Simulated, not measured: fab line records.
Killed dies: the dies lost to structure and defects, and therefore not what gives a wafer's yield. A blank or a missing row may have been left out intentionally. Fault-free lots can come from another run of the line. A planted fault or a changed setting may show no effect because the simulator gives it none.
The tool behind it: which one? ; flow nandHarc ; 14 lots, 42 wafers sampled, at 6 steps of a route of 1302

WHAT THE GAUGES READ, wafer by wafer
NHARC_A_START_INSPECT_01.
lot;measured;on;rawDefectCount
L937;day 6 21:46;defectInspect-01;7 5 1
L939;day 7 14:26;defectInspect-02;2 6 6
L940;day 8 00:00;defectInspect-01;3 6 0
L941;day 8 07:07;defectInspect-01;3 3 1
L942;day 8 17:33;defectInspect-01;11 4 6
L938;day 9 04:59;defectInspect-02;3 2 4
L943;day 9 08:27;defectInspect-01;4 0 3
L947;day 10 21:38;defectInspect-02;1 1 4
L949;day 11 20:48;defectInspect-01;5 6 2
L950;day 12 16:09;defectInspect-01;3 5 6
L951;day 12 16:29;defectInspect-01;1 2 2
L957;day 15 02:21;defectInspect-01;7 2 3
L958;day 15 12:59;defectInspect-02;3 3 4
L959;day 15 19:19;defectInspect-01;7 3 4

NHARC_A_ZERO_WELL_INSPECT_17.
lot;measured;on;rawDefectCount
L937;day 7 00:04;defectInspect-01;23 22 11
L939;day 7 16:37;defectInspect-01;11 14 11
L940;day 8 02:19;defectInspect-02;2 6 5
L941;day 8 09:27;defectInspect-02;11 17 25
L942;day 8 19:53;defectInspect-02;3 15 15
L938;day 9 07:09;defectInspect-02;10 8 6
L943;day 9 10:46;defectInspect-02;11 9 15
L947;day 10 23:49;defectInspect-01;7 6 19
L949;day 11 23:09;defectInspect-01;14 7 8
L950;day 12 18:20;defectInspect-01;13 10 10
L951;day 12 18:47;defectInspect-01;11 6 5
L957;day 15 04:40;defectInspect-01;12 17 6
L958;day 15 15:17;defectInspect-01;13 13 9
L959;day 15 21:36;defectInspect-01;17 17 16

NHARC_A_ONON_D1_THK_MEAS_05: measures by ellipsometry.
lot;measured;on;thkNm (nm)
L937;day 7 23:13;filmMetro-02;1002 1003 1002
L939;day 8 15:25;filmMetro-02;1001 1000 1001
L940;day 8 23:12;filmMetro-02;997 996 996
L941;day 9 06:26;filmMetro-01;1022 1022 1021
L942;day 9 20:25;filmMetro-01;985 983 986
L938;day 10 06:15;filmMetro-02;1009 1007 1010
L943;day 10 10:35;filmMetro-02;990 991 990
L947;day 11 19:25;filmMetro-02;994 994 991
L949;day 12 20:09;filmMetro-02;1557 1557 1556
L950;day 13 18:31;filmMetro-02;995 994 995
L951;day 13 18:31;filmMetro-02;1562 1564 1562
L957;day 16 03:21;filmMetro-01;1007 1006 1006
L958;day 16 12:53;filmMetro-01;999 999 997
L959;day 16 18:37;filmMetro-01;987 989 986

NHARC_END_SORT_01.
lot;measured;on;killedAtArray;killedAtOther;killedAtPeriphery;killedDies;killedOpen;killedShort
L949;day 29 17:55;prober-02;674 676 669;0 0 2;3 1 6;677 677 677;3 3 3;3 3 1
L951;day 30 20:51;prober-01;674 675 673;1 1 1;2 1 3;677 677 677;4 5 4;3 1 2

EACH LOT AND THE TOOL THAT RAN IT (in order: tool; ch and the chambers of the sampled wafers; start)
lot;NHARC_A_ZERO_WELL_RTA_16;NHARC_A_ONON_D1_DEP_03
L937;rtpAnneal-01 ch 0, day 6 23:53;pecvdOnon-02 ch 0, day 7 22:46
L939;rtpAnneal-01 ch 0, day 7 16:25;pecvdOnon-02 ch 0, day 8 14:55
L940;rtpAnneal-01 ch 0, day 8 02:07;pecvdOnon-01 ch 0, day 8 22:41
L941;rtpAnneal-01 ch 0, day 8 09:17;pecvdOnon-01 ch 0, day 9 05:59
L942;rtpAnneal-01 ch 0, day 8 19:44;pecvdOnon-01 ch 0, day 9 20:02
L938;rtpAnneal-01 ch 0, day 9 06:57;pecvdOnon-03 ch 0, day 10 05:45
L943;rtpAnneal-02 ch 0, day 9 10:34;pecvdOnon-01 ch 0, day 10 10:05
L947;rtpAnneal-01 ch 0, day 10 23:38;pecvdOnon-02 ch 0, day 11 18:54
L949;rtpAnneal-02 ch 0, day 11 22:57;pecvdOnon-02 ch 0, day 12 19:38
L950;rtpAnneal-02 ch 0, day 12 18:08;pecvdOnon-03 ch 0, day 13 18:00
L951;rtpAnneal-01 ch 0, day 12 18:35;pecvdOnon-02 ch 0, day 13 18:01
L957;rtpAnneal-01 ch 0, day 15 04:28;pecvdOnon-01 ch 0, day 16 02:48
L958;rtpAnneal-01 ch 0, day 15 15:05;pecvdOnon-01 ch 0, day 16 12:23
L959;rtpAnneal-01 ch 0, day 15 21:25;pecvdOnon-03 ch 0, day 16 18:07
- NHARC_A_ZERO_WELL_RTA_16: time 10 s.
- NHARC_A_ONON_D1_DEP_03: target thk 1000 nm.

AS READ BY THE TOOLS THEMSELVES (means over the sampled wafers that have a number; for cases with no such wafer, the mark the record gives instead)
NHARC_A_ZERO_WELL_RTA_16.
lot;tool;lampPowerPct (%);lamp_zone_4_pct (%);wafer_temp_C_max
L937;rtpAnneal-01;28.0;28.0;1004.4
L939;rtpAnneal-01;28.0;28.0;1004.6
L940;rtpAnneal-01;28.0;28.0;1004.5
L941;rtpAnneal-01;28.0;28.0;1003.7
L942;rtpAnneal-01;28.0;28.0;1005.1
L938;rtpAnneal-01;28.0;28.0;1003.9
L943;rtpAnneal-02;26.7;26.8;1003.2
L947;rtpAnneal-01;28.0;28.0;1005.2
L949;rtpAnneal-02;26.8;26.8;1004.1
L950;rtpAnneal-02;26.7;26.8;1003.6
L951;rtpAnneal-01;28.0;28.0;1004.2
L957;rtpAnneal-01;28.0;28.0;1005.0
L958;rtpAnneal-01;28.0;28.0;1003.8
L959;rtpAnneal-01;28.0;28.0;1004.3

THE ANSWER, worked out from the rows above alone
Rule: usual is defined by the lots themselves. The widest of any qualifying gaps counts: lots, ordered by their means at a reading, are off when they make up no more than a third of the lots, leave a main group of 4 or more, and stand apart from it by 3 or more times the standard deviation of that group's means. A main group is skipped when, at the precision printed for the reading in the tables above, its means are all equal. Also off: a lot with no number at a reading for which 4 or more lots have one. The other lots that the step has rows for count as sound. After the gauges, taken in route order, come the tools' own readings; for these a lot's mean is taken, as printed above. At the first step where some lot is off, the reading lying furthest off is the one used; lots without a number count as furthest.
Off: L949, L951 (NHARC_A_ONON_D1_THK_MEAS_05, thkNm). For the main group the mean is 999 nm and the standard deviation 9.8.
A tool fits if, at a process step before that reading, it ran every lot that is off, and no sound lot after the first of them. The gauges at NHARC_A_ONON_D1_THK_MEAS_05 are tried like those tools. One fits: pecvdOnon-02 at NHARC_A_ONON_D1_DEP_03. A fault onset in the window from L947 (day 11 18:54, its last sound lot) to L949 (day 12 19:38, its first lot off) fits.

WHAT THE SIMULATOR HAD PUT IN
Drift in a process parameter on pecvdOnon-02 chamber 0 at NHARC_A_ONON_D1_DEP_03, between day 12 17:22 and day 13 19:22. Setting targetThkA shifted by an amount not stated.
Shown lots that were struck: L949, L951. This agrees with what the rule above found.
